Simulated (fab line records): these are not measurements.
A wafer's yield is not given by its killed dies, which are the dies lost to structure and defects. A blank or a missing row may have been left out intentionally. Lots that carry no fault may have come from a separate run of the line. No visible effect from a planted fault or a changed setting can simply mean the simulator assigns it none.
fab line records ; flow nand-harc
record: lots: 6; wafers: 18; last-day: 32
route steps=1302 shown A_BLC@1133 A_M0@1137
lots that met no fault: from a run of the same line without faults
start-h: hours from the record's opening day to when the first of the lot's shown wafers began ; wait-h: how many hours have passed since the lot's step before this one ; " the same as in the row above ; L1.1+2: one row covering several wafers at once ; - no value, or no start was given ; * or withheld: withheld ; < > ~ a bound
route shown NAME@n: names a module that has steps shown in the file, with the first one's number in the route ; usual: mean and standard deviation over wafers with no fault ; same: alike in all rows ; chamber/n: place in a boat ; sites: each site's reading ; _std_site: their standard deviation ; _edge_site: mean of outer sites minus mean of inner sites ; radius-mm: how far each site lies from the wafer's centre ; mask NAME#n: copy n ; behind: the most recent tool/chamber to have shaped the wafer ; hold: cause of the lot's hold/its duration in hours/its outcome ; device: the transistor (n, p or np) that didn't switch ; end of line: the route-end tests of the same wafers ; a step without rows: its recipe alone ; killed: dies that structure and defects cost at the first sort, which is not the same as the wafer's yield ; map: shows each die of a wafer: x if killed, . if not, _ if none is there
set.NAME: the setting the step ran with; set.NAME@STEP: the setting that earlier step ran with ; model.NAME: the simulator's own value behind a step, which no gauge read
lots at selected steps of the route; one table per step, one row per wafer
services: the hour from which a tool's chamber was out of use, counted from the record's first day as start-h (under 0 if before that day), plus the number of hours and why
== steps ==
step: NHARC_A_BLC_CMP_25
recipe: t-overpolish-s: 30; target-thk-nm: 150
usual: motor-current-A: 12.1/1.4; overpolish-run-s: 30.000/0.0087; slurry-flow-ml-min: 150.1/0.48; time-to-endpoint-s: 31.0/2.7
lot.wafer;tool;chamber;start-h;wait-h;motor-current-A;overpolish-run-s;slurry-flow-ml-min;time-to-endpoint-s
L425.4;cmp-04;1;593.70;0.3;11.9;29.999;150.6;30.5
L425.5;cmp-04;3;593.70;0.3;12.8;30.001;150.3;32.5
L425.6;cmp-04;0;593.70;0.3;11.1;30.003;149.8;30.9
L422.1;cmp-04;3;598.16;0.5;12.9;29.999;149.4;29.8
L422.5;cmp-04;1;598.16;0.5;11.5;30.017;149.5;32.4
L422.6;cmp-04;2;598.16;0.5;10.7;30.005;149.9;34.8
L428.1;cmp-02;3;629.60;0.4;11.2;30.001;150.5;27.3
L428.4;cmp-02;2;629.60;0.4;11.6;30.003;150.0;27.1
L428.6;cmp-02;3;629.60;0.4;11.9;29.999;149.4;25.9
L433.2;cmp-03;0;667.98;0.5;11.9;29.998;150.3;34.8
L433.1;cmp-03;1;667.98;0.5;13.9;30.000;149.6;32.0
L433.3;cmp-03;2;667.98;0.5;14.1;29.991;150.7;35.0
L437.3;cmp-04;1;703.64;0.2;11.9;29.996;150.9;30.0
L437.1;cmp-04;2;703.64;0.2;11.1;30.001;150.2;30.6
L437.4;cmp-04;0;703.64;0.2;11.6;30.014;149.6;32.8
L438.2;cmp-04;2;721.84;0.5;10.9;29.996;150.4;32.5
L438.1;cmp-04;3;721.84;0.5;12.7;30.007;150.4;32.0
L438.3;cmp-04;0;721.84;0.5;10.8;30.002;150.1;33.8
step: NHARC_A_BLC_SRD_27
step: NHARC_A_BLC_INSPECT_28
usual: raw-defect-count: 535/120
lot.wafer;tool;chamber;start-h;wait-h;raw-defect-count
L425.4;defect-inspect-01;-;594.06;0.1;639
L425.5;defect-inspect-01;-;594.06;0.1;472
L425.6;defect-inspect-01;-;594.06;0.1;637
L422.1;defect-inspect-01;-;598.51;0.1;375
L422.5;defect-inspect-01;-;598.51;0.1;444
L422.6;defect-inspect-01;-;598.51;0.1;467
L428.1;defect-inspect-02;-;630.00;0.1;405
L428.4;defect-inspect-02;-;630.00;0.1;451
L428.6;defect-inspect-02;-;630.00;0.1;439
L433.1;defect-inspect-02;-;668.35;0.1;561
L433.2;defect-inspect-02;-;668.35;0.1;531
L433.3;defect-inspect-02;-;668.35;0.1;677
L437.1;defect-inspect-02;-;704.04;0.1;352
L437.3;defect-inspect-02;-;704.04;0.1;294
L437.4;defect-inspect-02;-;704.04;0.1;428
L438.1;defect-inspect-01;-;722.22;0.1;443
L438.2;defect-inspect-01;-;722.22;0.1;731
L438.3;defect-inspect-01;-;722.22;0.1;535
step: NHARC_A_M0_DEP_00
recipe: target-thk-a: 1500; target-thk-nm: 150; temp-c: withheld; pressure-torr: 5; flow-sccm: 200; rf-w: 600; material: SiOC
step: NHARC_A_M0_DEHYDRATE_01
recipe: temp-c: 150; time-s: 120
step: NHARC_A_M0_HMDS_02
recipe: time-s: 30
step: NHARC_A_M0_COAT_33
recipe: temp-c: 200; time-s: 65
step: NHARC_A_M0_COAT_03
recipe: spin-rpm: 1500; resist-thk-nm: 90
step: NHARC_A_M0_SOFTBAKE_04
recipe: temp-c: 105; time-s: 55
step: NHARC_A_M0_EBR_05
step: NHARC_A_M0_EXPOSE_06
recipe: na: 1.35; target-cd-nm: 80; dose-mj: 83.25; mask-id: A_M0
step: NHARC_A_M0_PEB_07
recipe: peb-temp-c: 100; peb-time-s: 65
usual: heater-power-total-W: 156.6/0.42; plate-temp-C: 99.99/0.13
lot.wafer;tool;chamber;start-h;wait-h;heater-power-total-W;plate-temp-C
L425.4;litho-track-04;0;594.76;0.0;156.3;99.90
L425.5;litho-track-04;0;594.76;0.0;156.1;99.96
L425.6;litho-track-04;0;594.76;0.0;156.5;99.93
L422.1;litho-track-01;0;599.33;0.1;157.0;99.81
L422.5;litho-track-01;0;599.33;0.1;156.6;100.05
L422.6;litho-track-01;0;599.33;0.1;156.1;100.01
L428.1;litho-track-06;0;630.83;0.1;157.1;99.89
L428.4;litho-track-06;0;630.83;0.1;157.2;99.97
L428.6;litho-track-06;0;630.83;0.1;156.8;99.94
L433.1;litho-track-01;0;669.24;0.1;156.1;100.11
L433.2;litho-track-01;0;669.24;0.1;157.2;100.13
L433.3;litho-track-01;0;669.24;0.1;156.1;100.17
L437.1;litho-track-01;0;704.74;0.1;162.1;102.77
L437.3;litho-track-01;0;704.74;0.1;163.1;102.87
L437.4;litho-track-01;0;704.74;0.1;162.3;102.86
L438.1;litho-track-01;0;722.92;0.1;163.0;103.14
L438.2;litho-track-01;0;722.92;0.1;163.0;102.95
L438.3;litho-track-01;0;722.92;0.1;162.4;102.87
step: NHARC_A_M0_DEVELOP_08
recipe: develop-time-s: 35; dev-temp-c: 23
step: NHARC_A_M0_CD_MEAS_09
recipe: target-cd-nm: 80; landing-energy-ev: 500
usual: cd-nm: 80.1/0.71
lot.wafer;tool;chamber;start-h;wait-h;hold;cd-nm
L425.4;cd-sem-03;0;594.85;-;-;79.4
L425.5;cd-sem-03;0;594.85;-;-;80.7
L425.6;cd-sem-03;0;594.85;-;-;80.2
L422.1;cd-sem-03;0;599.41;-;-;79.3
L422.5;cd-sem-03;0;599.41;-;-;79.4
L422.6;cd-sem-03;0;599.41;-;-;79.6
L428.1;cd-sem-01;0;630.91;-;-;80.7
L428.4;cd-sem-01;0;630.91;-;-;81.2
L428.6;cd-sem-01;0;630.91;-;-;79.9
L433.1;cd-sem-02;0;669.31;-;-;79.0
L433.2;cd-sem-02;0;669.31;-;-;79.6
L433.3;cd-sem-02;0;669.31;-;-;78.7
L437.1;cd-sem-03;0;704.82;-;await-dispo/0.2h/release;90.7
L437.3;cd-sem-03;0;704.82;-;await-dispo/0.2h/release;89.5
L437.4;cd-sem-03;0;704.82;-;await-dispo/0.2h/release;90.4
L437.1;cd-sem-03;0;-;-;-;90.5
L437.3;cd-sem-03;0;-;-;-;89.5
L437.4;cd-sem-03;0;-;-;-;90.4
L438.1;cd-sem-01;0;723.00;-;await-dispo/0.2h/release;88.3
L438.2;cd-sem-01;0;723.00;-;await-dispo/0.2h/release;86.7
L438.3;cd-sem-01;0;723.00;-;await-dispo/0.2h/release;87.8
L438.1;cd-sem-01;0;-;-;-;87.6
L438.2;cd-sem-01;0;-;-;-;86.5
L438.3;cd-sem-01;0;-;-;-;87.7
step: NHARC_A_M0_OVL_MEAS_10
recipe: pitch-nm: 160
usual: overlay-x-nm: 0.0/0.74; overlay-y-nm: 0.2/0.75
lot.wafer;tool;chamber;start-h;wait-h;hold;overlay-x-nm;overlay-y-nm
L425.4;overlay-01;-;594.93;-;-;0.5;0.8
L425.5;overlay-01;-;594.93;-;-;-0.5;1.0
L425.6;overlay-01;-;594.93;-;-;0.1;0.7
L422.1;overlay-02;-;599.50;-;-;-2.0;0.2
L422.5;overlay-02;-;599.50;-;-;-2.0;-0.1
L422.6;overlay-02;-;599.50;-;-;-2.0;-0.1
L428.1;overlay-02;-;631.00;-;-;-0.5;1.0
L428.4;overlay-02;-;631.00;-;-;-0.6;1.6
L428.6;overlay-02;-;631.00;-;-;-0.3;1.7
L433.1;overlay-01;-;669.40;-;-;0.3;1.1
L433.2;overlay-01;-;669.40;-;-;0.5;1.0
L433.3;overlay-01;-;669.40;-;-;0.3;0.6
L437.1;overlay-01;-;706.87;-;await-dispo/1.8h/release;-0.8;1.5
L437.3;overlay-01;-;706.87;-;await-dispo/1.8h/release;-0.3;1.9
L437.4;overlay-01;-;706.87;-;await-dispo/1.8h/release;-0.9;2.0
L438.1;overlay-01;-;728.53;-;await-dispo/5.2h/release;0.3;-0.3
L438.2;overlay-01;-;728.53;-;await-dispo/5.2h/release;0.0;-0.9
L438.3;overlay-01;-;728.53;-;await-dispo/5.2h/release;-0.6;-0.6
step: NHARC_A_M0_INSPECT_11
usual: raw-defect-count: 89/38
lot.wafer;tool;chamber;start-h;wait-h;raw-defect-count
L425.4;defect-inspect-01;-;594.97;0.0;103
L425.5;defect-inspect-01;-;594.97;0.0;101
L425.6;defect-inspect-01;-;594.97;0.0;90
L422.1;defect-inspect-02;-;599.53;0.0;78
L422.5;defect-inspect-02;-;599.53;0.0;62
L422.6;defect-inspect-02;-;599.53;0.0;54
L428.1;defect-inspect-01;-;631.03;0.0;126
L428.4;defect-inspect-01;-;631.03;0.0;126
L428.6;defect-inspect-01;-;631.03;0.0;122
L433.1;defect-inspect-02;-;669.44;0.0;146
L433.2;defect-inspect-02;-;669.44;0.0;135
L433.3;defect-inspect-02;-;669.44;0.0;135
L437.1;defect-inspect-01;-;706.90;0.0;29
L437.3;defect-inspect-01;-;706.90;0.0;26
L437.4;defect-inspect-01;-;706.90;0.0;29
L438.1;defect-inspect-02;-;728.56;0.0;78
L438.2;defect-inspect-02;-;728.56;0.0;83
L438.3;defect-inspect-02;-;728.56;0.0;89
step: NHARC_A_M0_DESCUM_14
recipe: time-s: 3; o2-flow-sccm: 200; ar-flow-sccm: 0; bias-power-w: 0; chemistry: O2
usual: drypump-motor-current-A: 5.7/0.64; oes-product-au: 0.998/0.011; rf-vpp-V: 57.7/0.85; showerhead-plenum-p-Torr: 1.90/0.075; throttle-valve-pct: 11.311/0.0087
lot.wafer;tool;chamber;start-h;wait-h;drypump-motor-current-A;oes-product-au;rf-hours-counter-h;rf-vpp-V;showerhead-plenum-p-Torr;throttle-valve-pct;model.A_M0.cd-nm
L425.4;rie-diel-06;0;595.04;0.1;5.9;0.995;6.2;58.5;1.95;11.309;79.7
L425.6;rie-diel-06;2;595.04;0.1;5.2;1.016;-;56.7;1.77;11.302;80.49
L425.5;rie-diel-06;3;595.04;0.1;6.2;1.004;-;57.7;1.96;11.322;79.8
L422.1;rie-diel-06;2;599.61;0.1;5.2;1.011;7.7;55.1;1.77;11.310;80.12
L422.5;rie-diel-06;1;599.61;0.1;5.1;0.988;-;58.6;1.96;11.322;78.32
L422.6;rie-diel-06;2;599.61;0.1;5.2;1.005;-;57.1;1.77;11.321;80.57
L428.1;rie-diel-10;3;631.10;0.1;6.4;1.015;1.1;57.2;1.79;11.324;80.85
L428.4;rie-diel-10;1;631.10;0.1;5.2;0.999;0.8;58.0;1.94;11.312;81.5
L428.6;rie-diel-10;3;631.10;0.1;6.4;1.011;-;57.6;1.79;11.297;80.36
L433.3;rie-diel-13;3;669.50;0.1;6.7;0.986;8.2;57.3;1.97;11.319;79.07
L433.2;rie-diel-13;0;669.50;0.1;5.0;1.025;7.0;58.6;2.02;11.303;79.58
L433.1;rie-diel-13;1;669.50;0.1;4.7;0.991;8.6;57.6;1.82;11.314;79.06
L437.1;rie-diel-10;3;706.97;0.1;6.4;0.997;4.2;55.2;1.79;11.308;91.54
L437.3;rie-diel-10;0;706.97;0.1;5.7;1.005;4.0;57.1;1.84;11.308;88.93
L437.4;rie-diel-10;1;706.97;0.1;5.2;1.001;4.2;57.7;1.94;11.315;90.72
L438.2;rie-diel-06;0;728.63;0.1;5.9;0.983;2.0;58.4;1.94;11.314;86.69
L438.1;rie-diel-06;1;728.63;0.1;5.0;0.977;3.5;57.0;1.96;11.327;87.18
L438.3;rie-diel-06;3;728.63;0.1;6.2;1.012;2.5;57.8;1.96;11.306;87.75
step: NHARC_A_M0_ETCH_34
recipe: target-depth-a: 400; overetch-a: 120; time-s: 43.94; ion-energy-ev: 200; n2-flow-sccm: 150; h2-flow-sccm: 150; ar-flow-sccm: 0; rf-w: 400; bias-w: 150; chemistry: N2/H2
usual: drypump-motor-current-A: 5.7/0.65; oes-product-au: 0.998/0.01; rf-vpp-V: 430.1/2.4; showerhead-plenum-p-Torr: 2.03/0.084; throttle-valve-pct: 14.171/0.0087
lot.wafer;tool;chamber;start-h;wait-h;drypump-motor-current-A;oes-product-au;rf-hours-counter-h;rf-vpp-V;showerhead-plenum-p-Torr;throttle-valve-pct
L425.4;rie-diel-06;2;595.11;0.1;5.2;1.020;7.1;426.8;1.89;14.164
L425.6;rie-diel-06;2;595.11;0.1;5.2;1.021;-;425.9;1.88;14.181
L425.5;rie-diel-06;3;595.11;0.1;6.2;1.003;-;432.9;2.09;14.165
L422.1;rie-diel-06;1;599.70;0.1;5.1;0.999;5.5;432.3;2.09;14.178
L422.6;rie-diel-06;1;599.70;0.1;5.0;0.998;-;431.5;2.09;14.177
L422.5;rie-diel-06;0;599.70;0.1;5.9;0.990;-;430.1;2.08;14.196
L428.1;rie-diel-10;0;631.19;0.1;5.6;1.004;0.9;428.5;1.96;14.166
L428.4;rie-diel-10;1;631.19;0.1;5.2;1.015;0.8;431.3;2.07;14.183
L428.6;rie-diel-10;2;631.19;0.1;6.4;1.007;-;429.6;2.02;14.184
L433.1;rie-diel-13;3;669.60;0.1;6.7;0.997;8.2;431.8;2.11;14.185
L433.3;rie-diel-13;0;669.60;0.1;5.0;1.005;7.0;432.7;2.15;14.185
L433.2;rie-diel-13;1;669.60;0.1;4.7;0.994;8.6;427.8;1.94;14.173
L437.1;rie-diel-10;1;707.06;0.1;5.2;0.995;4.3;430.9;2.07;14.160
L437.3;rie-diel-10;2;707.06;0.1;6.4;0.987;4.5;430.8;2.02;14.181
L437.4;rie-diel-10;3;707.06;0.1;6.4;0.995;4.2;427.6;1.90;14.169
L438.2;rie-diel-06;0;728.71;0.1;5.9;0.977;2.0;430.8;2.07;14.178
L438.3;rie-diel-06;1;728.71;0.1;5.0;0.986;3.5;431.4;2.09;14.172
L438.1;rie-diel-06;3;728.71;0.1;6.2;1.006;2.5;432.5;2.09;14.183
step: NHARC_A_M0_ETCH_15
recipe: target-depth-a: 1500; overetch-a: 150; time-s: 82.5; c4f8-flow-sccm: withheld; ar-flow-sccm: 400; rf-w: 600; bias-w: 300; chemistry: C4F8/Ar
usual: oes-product-au: 0.945/0.021; rf-vpp-V: 440.3/2.4
lot.wafer;tool;chamber;start-h;wait-h;oes-product-au;rf-hours-counter-h;rf-vpp-V;model.A_M0.cd-nm
L425.4;rie-diel-06;2;-;-;0.941;7.2;437.1;79.3
L425.6;rie-diel-06;0;-;-;0.923;-;441.5;80.23
L425.5;rie-diel-06;1;-;-;0.935;-;440.8;79.73
L422.1;rie-diel-06;2;-;-;0.945;7.8;438.0;79.64
L422.6;rie-diel-06;2;-;-;0.947;-;436.1;79.99
L422.5;rie-diel-06;0;-;-;0.925;-;442.4;78.31
L428.1;rie-diel-10;3;-;-;0.962;1.2;437.1;80.71
L428.4;rie-diel-10;0;-;-;0.948;1.0;438.9;81.54
L428.6;rie-diel-10;0;-;-;0.950;-;438.3;80.35
L433.3;rie-diel-13;0;-;-;0.954;7.0;442.3;79.43
L433.2;rie-diel-13;2;-;-;0.939;8.3;441.0;79.55
L433.1;rie-diel-13;3;-;-;0.924;8.3;442.5;79.61
L437.4;rie-diel-10;2;-;-;0.928;4.5;441.4;90.69
L437.1;rie-diel-10;3;-;-;0.919;4.2;438.1;91.86
L437.3;rie-diel-10;1;-;-;0.927;4.3;440.5;88.93
L438.2;rie-diel-06;1;-;-;0.940;3.5;442.2;86.73
L438.1;rie-diel-06;2;-;-;0.972;2.8;436.2;86.72
L438.3;rie-diel-06;3;-;-;0.969;2.5;443.0;87.52
step: NHARC_A_M0_CD_MEAS_16
usual: cd-nm: 79.9/0.91
lot.wafer;tool;chamber;start-h;wait-h;hold;cd-nm
L425.4;cd-sem-02;-;595.33;-;-;79.1
L425.5;cd-sem-02;-;595.33;-;-;79.5
L425.6;cd-sem-02;-;595.33;-;-;79.9
L422.1;cd-sem-03;-;599.93;-;-;80.1
L422.5;cd-sem-03;-;599.93;-;-;78.5
L422.6;cd-sem-03;-;599.93;-;-;79.9
L428.1;cd-sem-01;-;631.40;-;-;81.0
L428.4;cd-sem-01;-;631.40;-;-;81.3
L428.6;cd-sem-01;-;631.40;-;-;80.2
L433.1;cd-sem-02;-;669.81;-;-;79.4
L433.2;cd-sem-02;-;669.81;-;-;79.5
L433.3;cd-sem-02;-;669.81;-;-;79.2
L437.1;cd-sem-03;-;707.26;-;await-dispo/0.2h/release;91.7
L437.3;cd-sem-03;-;707.26;-;await-dispo/0.2h/release;88.9
L437.4;cd-sem-03;-;707.26;-;await-dispo/0.2h/release;90.7
L437.1;cd-sem-03;-;707.45;0.2;-;91.6
L437.3;cd-sem-03;-;707.45;0.2;-;88.7
L437.4;cd-sem-03;-;707.45;0.2;-;90.6
L438.1;cd-sem-03;-;728.93;-;await-dispo/0.2h/release;86.6
L438.2;cd-sem-03;-;728.93;-;await-dispo/0.2h/release;86.8
L438.3;cd-sem-03;-;728.93;-;await-dispo/0.2h/release;87.4
L438.1;cd-sem-03;-;729.11;0.2;-;86.7
L438.2;cd-sem-03;-;729.11;0.2;-;86.6
L438.3;cd-sem-03;-;729.11;0.2;-;87.9
== services ==
tool;chamber;start-h;hours;kind
rie-diel-10;0;577.14;2.6;repair
rie-diel-06;0;578.65;3.5;repair
rie-diel-10;2;586.33;5.4;repair
cmp-03;-;589.17;1.4;repair
rie-diel-06;0;591.28;-;clean
rie-diel-06;1;591.28;-;clean
rie-diel-06;2;591.28;-;clean
rie-diel-06;3;591.28;-;clean
rie-diel-10;-;596.53;9.0;pm
rie-diel-06;3;597.77;2.8;repair
cmp-04;-;601.19;4.0;pm
cmp-03;-;622.86;3.5;repair
cmp-02;-;624.69;4.0;pm
cmp-03;-;652.06;4.0;pm
cmp-02;-;657.97;23.6;repair
rie-diel-06;-;661.20;9.0;pm
litho-track-01;-;680.00;7.0;pm
rie-diel-13;-;696.00;9.0;pm
cmp-04;-;699.19;4.0;pm
cmp-03;-;700.91;3.6;repair
litho-track-06;-;704.00;7.0;pm
cmp-03;-;717.26;1.6;repair
cmp-02;-;722.69;4.0;pm
litho-track-04;-;728.00;7.0;pm
== key ==
first-sign: step: NHARC_A_M0_PEB_07; reading: plate-temp-C; direction: up; sigmas: 22; usual: *; struck: *
effect: step: NHARC_A_M0_PEB_07; reading: heater-power-total-W; direction: up; sigmas: 14; usual: *; struck: *
effect: step: NHARC_A_M0_CD_MEAS_09; reading: visit; direction: added; through: control-loop
effect: step: NHARC_A_M0_CD_MEAS_09; reading: cd-nm; direction: up; sigmas: 12; usual: 80.1; struck: 88.9; through: control-loop
effect: step: NHARC_A_M0_CD_MEAS_16; reading: visit; direction: added; through: control-loop
effect: step: NHARC_A_M0_CD_MEAS_16; reading: cd-nm; direction: up; sigmas: 9.6; usual: 79.9; struck: 88.7; through: control-loop
model-effect: step: NHARC_A_M0_DESCUM_14; value: A_M0.cd-nm; without: 79.6; struck: 88.8
model-effect: step: NHARC_A_M0_ETCH_15; value: A_M0.cd-nm; without: 79.54; struck: 88.74
met-at NHARC_A_M0_PEB_07
struck-wafers L437.1,L437.3,L437.4,L438.1,L438.2,L438.3
sort-left-out L437.1,L437.3,L437.4,L438.1,L438.2,L438.3
loop-trim: step: NHARC_A_M0_EXPOSE_06; setting: dose; lots: L438
onset-between 669.24 704.74
fault: kind: process-parameter-drift; tool: litho-track-01; chamber: -; onset-h: 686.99; steps: NHARC_A_M0_PEB_07; channel: peb-temp-c; offset: *; shape: step; end-h: 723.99; acts-in: *; stated: *
sort-left-out: the simulated sort isn't trusted on such a fault, so these wafers' sort isn't shown, and their yield isn't known
loop-trim: a control loop set the setting to another value than it would have without faults
